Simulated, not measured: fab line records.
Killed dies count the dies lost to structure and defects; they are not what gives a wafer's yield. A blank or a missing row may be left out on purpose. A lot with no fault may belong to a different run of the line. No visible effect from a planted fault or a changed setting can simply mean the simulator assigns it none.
A lot that was struck, set against a sound lot | flow nand-harc | 40 out of 1159 route steps
Sound: these wafers, L763.1, L763.3, L763.4. Wafers struck: L761.1, L761.3, L761.5. The cause is named last.
Each step with rows lists, per side, the tool, then ch with its chambers, then its first start. Under that, the readings that differ: sound wafers | struck wafers | difference of the means | sigmas: that difference in standard deviations of wafers without a fault.
alike: a reading whose means differ by less than 2 such deviations, as well as words and numbers matching on both sides. not compared: withheld readings; readings where some wafer has no value; bounds like >300 that might hide an equal value; numbers whose values overlap and for which the record gives no deviation.
Wherever a step has rows on one side only, a row that says differs or no value, or a row with sigmas, the two part there. Numbers that have no deviation but don't overlap get no sigmas and don't part them. Lack of a reading on every wafer of one side parts them only where that side has two or more wafers.

first, 2 steps without rows for these wafers: NHARC_P_M1_PRE_CLEAN_30 (time 30 s); NHARC_P_M1_PVD_20 (deposits TaN, target thk 5 nm, time 8.06 s).
NHARC_P_M1_PVD_21: deposits Cu, target thk 30 nm, time 20.49 s.
  sound on pvd-sputter-03; struck on pvd-sputter-02
  alike: throttle-valve-pct
then, 3 steps without rows for these wafers: NHARC_P_M1_ECD_22 (material Cu, target thk 400 nm); NHARC_P_M1_ANNEAL_31 (time 90 s); NHARC_P_M1_CMP_23 (polishes, t overpolish 20 s, target thk 157.82 nm).
NHARC_P_M1_THK_MEAS_24: measures by xrf.
  struck on film-metro-01, day 8 15:59; sound on film-metro-01, day 9 09:25
  alike: thk-nm
following that, these wafers have no rows for 1 step: NHARC_P_M1_SRD_25.
NHARC_P_M1_INSPECT_27:
  struck on defect-inspect-01, day 8 16:09; sound on defect-inspect-02, day 9 09:37
  alike: raw-defect-count
then, 1 step without rows for these wafers: NHARC_P_M1_PRE_CLEAN_32 (time 12 s).
NHARC_P_M1_DEP_33: deposits SiCN, target thk 30 nm.
  sound on pecvd-02 ch 0,2, day 9 09:46; struck on pecvd-04 ch 0,1,2, day 8 16:18
  alike: heater-power-w
NHARC_P_M2_DEP_00: deposits SiOC, target thk 182.5 nm.
  sound on pecvd-03 ch 1,2, day 9 10:14; struck on pecvd-04 ch 0,1,2, day 8 16:44
then, 9 steps without rows for these wafers: NHARC_P_M2_DEHYDRATE_01 (time 120 s); NHARC_P_M2_HMDS_02 (time 30 s); NHARC_P_M2_COAT_34 (time 65 s); NHARC_P_M2_COAT_03 (resist thk 90 nm); NHARC_P_M2_SOFTBAKE_04 (time 55 s); NHARC_P_M2_EBR_05; NHARC_P_M2_EXPOSE_06 (exposes mask P M2, target cd 170 nm); NHARC_P_M2_PEB_07 (peb time 65 s); NHARC_P_M2_DEVELOP_08 (develop time 35 s).
NHARC_P_M2_CD_MEAS_09: target cd 170 nm.
  sound on cd-sem-03 ch 0, day 9 11:10; struck on cd-sem-03 ch 0, day 8 17:32
  alike: cd-nm
NHARC_P_M2_OVL_MEAS_10: pitch 340 nm.
  struck on overlay-02, day 8 17:37; sound on overlay-01, day 9 11:15
  alike: overlay-x-nm, overlay-y-nm
NHARC_P_M2_INSPECT_11:
  struck on defect-inspect-02, day 8 17:39; sound on defect-inspect-02, day 9 11:17
  alike: raw-defect-count
then, 2 steps without rows for these wafers: NHARC_P_M2_DESCUM_14 (chemistry O2, time 3 s); NHARC_P_M2_ETCH_35 (etches the open film in N2/H2, target depth 40 nm, overetch 12 nm, time 43.94 s).
NHARC_P_M2_ETCH_15: etches the open film in C4F8/Ar, target depth 182.5 nm, time 91.2 s.
  sound: rie-diel-04 ch 0,1,2; struck: rie-diel-11 ch 0,1,2
  alike: oes-product-au, rf-vpp-V
  not compared: rf-hours-counter-h
NHARC_P_M2_CD_MEAS_16:
  struck on cd-sem-01, day 8 18:01; sound on cd-sem-01, day 9 11:39
  alike: cd-nm
then, 5 steps without rows for these wafers: NHARC_P_M2_STRIP_18 (strips in N2/H2); NHARC_P_M2_ETCH_28 (etches the open film in CF4/N2, target depth 30 nm, time 72.99 s); NHARC_P_M2_STRIP_19 (strips in post etch residue remover, time 600 s); NHARC_P_M2_DEGAS_29 (time 60 s); NHARC_P_M2_PRE_CLEAN_30 (time 30 s).
NHARC_P_M2_PVD_20: deposits TaN, target thk 5 nm, time 8.06 s.
  sound on pvd-sputter-02; struck on pvd-sputter-02
  alike: throttle-valve-pct
then, 2 steps without rows for these wafers: NHARC_P_M2_PVD_21 (deposits Cu, target thk 30 nm, time 20.49 s); NHARC_P_M2_ECD_22 (material Cu, target thk 400 nm).
NHARC_P_M2_ANNEAL_31: time 90 s.
  sound on rtp-anneal-01 ch 0, day 9 13:10; struck on rtp-anneal-01 ch 0, day 8 19:32
  alike: wafer_temp_C_max
then, 2 steps without rows for these wafers: NHARC_P_M2_CMP_23 (polishes, t overpolish 20 s, target thk 144.3 nm); NHARC_P_M2_SRD_25.
-- the record jumps here: 13 days lie between the struck wafers' starts before and after (it left off in module P_M2 and takes up again in module END, whose first step shown is number 1159 of the route) --
NHARC_END_SORT_01:
  sound on prober-01 ch 0, day 22 06:04; struck on prober-02 ch 0, day 21 14:34
  reading                  | sound          | struck         | difference | sigmas
  defect-limited-yield (%) | 93.8 93.1 92.9 | 0 0 0          | -93        | -58
  killed-at-array          | 41 44 46       | 18 19 23       | -24        | -2
  killed-at-periphery      | 1 3 2          | 659 658 650    | +654       | +99 or more
  killed-dies              | 42 47 48       | 677 677 677    | +631       | +57
  sort_bin_2_pct (%)       | 1.8 2.5 1.9    | 98.2 97.3 97.3 | +95.5      | +99 or more
  sort-n-pass              | 635 630 629    | 0 0 0          | -631       | -57
  sort-rim-yield-pct (%)   | 92.5 97.2 93.4 | 0 0 0          | -94        | -35
  sort-yield-pct (%)       | 93.8 93.1 92.9 | 0 0 0          | -93        | -58
  alike: killed-at-other, killed-open, killed-short, sort_bin_3_pct, sort_bin_4_pct

== WHERE THEY PART ==
Only at NHARC_END_SORT_01, within this record.

WHY: what had been put in by the simulator
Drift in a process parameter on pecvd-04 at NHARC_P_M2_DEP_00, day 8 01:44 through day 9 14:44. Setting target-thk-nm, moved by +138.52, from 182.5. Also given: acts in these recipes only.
